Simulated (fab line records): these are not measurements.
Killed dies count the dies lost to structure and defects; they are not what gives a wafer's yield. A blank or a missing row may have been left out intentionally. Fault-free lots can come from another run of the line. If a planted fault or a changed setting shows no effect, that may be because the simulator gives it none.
Matching of chambers	flow n5-finfet	3 sister chambers for N5_BEOL_M8_DEP_56 on pecvd-04
The step deposits SiCN from 3MS/NH3, target thk 10 nm, time 17.5 s. 3 wafers are shown with their chamber, then 9 later ones without.

== WAFERS, EACH WITH ITS CHAMBER ==
wafer	chamber	throttle-valve-pct (%)
L084.5	0	9.0
L088.3	2	8.2
L088.5	1	8.9

== WAFERS WHOSE CHAMBER IS MISSING ==
wafer	throttle-valve-pct (%)
L090.3	8.7
L090.4	8.2
L090.6	8.2
L092.2	9.0
L092.4	8.5
L092.6	9.2
L095.1	8.4
L095.3	9.1
L095.4	8.3

== EACH ONE'S CHAMBER ==
wafer	from the rows above	in truth
L090.3	can't be placed: 1 or 0 or 2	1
L090.4	2	2
L090.6	2	2
L092.2	can't be placed: 0 or 1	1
L092.4	can't be placed: 2 or 1 or 0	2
L092.6	can't be placed: 0 or 1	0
L095.1	can't be placed: 2 or 1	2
L095.3	can't be placed: 0 or 1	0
L095.4	2	2
3 of 9 placed correctly. Can't be placed from these rows: 6 (the true chamber is among the candidates in 6). Number placed wrongly: 0.
How it was worked out, from the rows above alone: a wafer's distance from a chamber is the root of the sum, over the readings, of the square of ((its reading less the chamber's mean) divided by the reading's scatter). The wafer belongs to the nearest chamber; if the next one is less than 2 further off, it can't be placed. A chamber's mean is the mean of its shown wafers. The scatter (one wafer shown for each chamber): square how far every hidden wafer sits from the nearest shown wafer, average those squares and take the square root.
